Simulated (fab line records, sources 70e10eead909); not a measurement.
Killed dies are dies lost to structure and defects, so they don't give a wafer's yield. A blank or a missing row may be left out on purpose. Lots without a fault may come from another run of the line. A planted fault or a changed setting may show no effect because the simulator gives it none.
Chamber matching | flow nand_harc | NHARC_A_STAIRCASE_ETCH_253 on rie_diel-10: 4 sister chambers
The step etches the open film in C4F8/O2, target depth 50 nm, time 20.2 s. 16 wafers are shown with their chamber, then 8 later ones without.

WAFERS WITH THEIR CHAMBER
wafer  | chamber | rf_vpp_V (V) | bias_w (W) | oes_product_au (a.u.)
L081.3 | 0       | 893          | 999.6      | 0.978
L081.4 | 2       | 896          | 1003.0     | 0.959
L081.6 | 3       | 907          | 993.2      | 0.964
L091.1 | 0       | 892          | 1004.5     | 0.971
L091.5 | 0       | 893          | 1005.1     | 0.972
L091.6 | 3       | 905          | 996.5      | 0.963
L092.1 | 2       | 895          | 1003.3     | 0.953
L092.5 | 3       | 905          | 998.6      | 0.954
L092.6 | 0       | 892          | 995.7      | 0.975
L093.1 | 1       | 888          | 1006.6     | 0.921
L093.2 | 0       | 890          | 996.8      | 0.926
L093.3 | 2       | 896          | 1006.7     | 0.913
L094.2 | 1       | 886          | 1001.4     | 0.965
L094.4 | 2       | 895          | 998.4      | 0.972
L094.5 | 1       | 886          | 1003.3     | 0.961
L095.3 | 1       | 886          | 999.6      | 0.962

SIGNATURES (means of the wafers above)
reading        | chamber 0 | chamber 1 | chamber 2 | chamber 3 | scatter within a chamber
rf_vpp_V       | 892.00    | 886.50    | 895.50    | 905.67    | 1.03
bias_w         | 1000.340  | 1002.725  | 1002.850  | 996.100   | 3.55
oes_product_au | 0.96440   | 0.95225   | 0.94925   | 0.96033   | 0.0208
Rule: a wafer's distance from a chamber is the root of the sum, over the readings, of the square of ((its reading less the chamber's mean) divided by the reading's scatter). The wafer belongs to the nearest chamber; if the next one is less than 2 further off, it can't be placed. The scatter: the root of (the sum of the squares of (reading less its chamber's mean) over the shown wafers, divided by (wafers less chambers)).

WAFERS WITHOUT THEIR CHAMBER
wafer  | rf_vpp_V (V) | bias_w (W) | oes_product_au (a.u.)
L095.4 | 904          | 1005.4     | 0.985
L095.6 | 888          | 1000.4     | 0.964
L096.1 | 905          | 1000.1     | 0.949
L096.3 | 887          | 999.1      | 0.958
L096.6 | 888          | 997.4      | 0.949
L097.1 | 904          | 1001.0     | 0.972
L097.2 | 892          | 995.3      | 0.979
L097.6 | 895          | 998.9      | 0.943

WHICH CHAMBER EACH WENT THROUGH
wafer  | from the rows above     | in truth
L095.4 | 3                       | 3
L095.6 | 1                       | 1
L096.1 | 3                       | 3
L096.3 | 1                       | 1
L096.6 | can't be placed: 1 or 0 | 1
L097.1 | 3                       | 3
L097.2 | 0                       | 0
L097.6 | can't be placed: 2 or 0 | 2
Placed correctly: 6 of 8. Can't be placed from these rows: 2 (the true chamber is among the candidates in 2). Placed wrongly: 0.
